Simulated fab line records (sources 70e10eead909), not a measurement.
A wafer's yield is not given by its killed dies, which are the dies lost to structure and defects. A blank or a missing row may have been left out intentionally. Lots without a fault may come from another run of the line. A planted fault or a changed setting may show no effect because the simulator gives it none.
Matching of chambers | flow nand-harc | NHARC_A_CHANNEL_FILL_D1_STRIP_28 on rie-diel-11 has 4 sister chambers
The step strips in O2, time 20 s. 8 wafers are shown with their chamber, then 10 later ones without.

== WAFERS WITH THEIR CHAMBER ==
wafer  | chamber | oes-product-au (a.u.) | throttle-valve-pct (%)
L083.1 | 2       | 1.023                 | 17.017
L083.4 | 0       | 1.009                 | 17.016
L083.6 | 2       | 1.024                 | 17.039
L089.3 | 3       | 0.993                 | 17.032
L089.4 | 1       | 1.010                 | 17.049
L089.5 | 0       | 0.998                 | 17.035
L091.1 | 3       | 0.997                 | 17.066
L091.4 | 1       | 1.011                 | 17.058

== WAFERS WITHOUT THEIR CHAMBER ==
wafer  | oes-product-au (a.u.) | throttle-valve-pct (%)
L091.6 | 1.009                 | 17.049
L091.2 | 1.004                 | 17.043
L091.3 | 1.001                 | 17.027
L091.5 | 1.021                 | 17.039
L095.2 | 0.996                 | 17.032
L095.4 | 1.005                 | 17.026
L095.5 | 1.004                 | 17.025
L097.1 | 0.999                 | 17.031
L097.3 | 0.998                 | 17.042
L097.5 | 0.999                 | 17.042

== WHICH CHAMBER EACH ONE RAN IN ==
wafer  | from the rows above          | in truth
L091.6 | can't be placed: 1 or 0      | 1
L091.2 | can't be placed: 0 or 1 or 3 | 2
L091.3 | can't be placed: 0 or 3      | 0
L091.5 | can't be placed: 2 or 1      | 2
L095.2 | can't be placed: 3 or 0      | 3
L095.4 | can't be placed: 0 or 1      | 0
L095.5 | 0                            | 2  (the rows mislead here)
L097.1 | can't be placed: 0 or 3 or 1 | 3
L097.3 | can't be placed: 3 or 0      | 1
L097.5 | can't be placed: 3 or 0 or 1 | 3
Correctly placed: 0 of 10. Cannot be placed on the basis of these rows: 9; the candidates contain the true chamber in 7. Number placed wrongly: 1.
How it was worked out, from the rows above alone: a wafer's distance from a chamber is the root of the sum, over the readings, of the square of ((its reading less the chamber's mean) divided by the reading's scatter). If the next closest chamber is less than 2 further off than the closest, the wafer can't be placed; otherwise it belongs to the closest. The mean given for a chamber averages the wafers shown for that chamber. How the scatter is found: for the shown wafers, subtract from each reading the mean of its chamber, square and add these, divide the total by (wafers less chambers), then take the root.
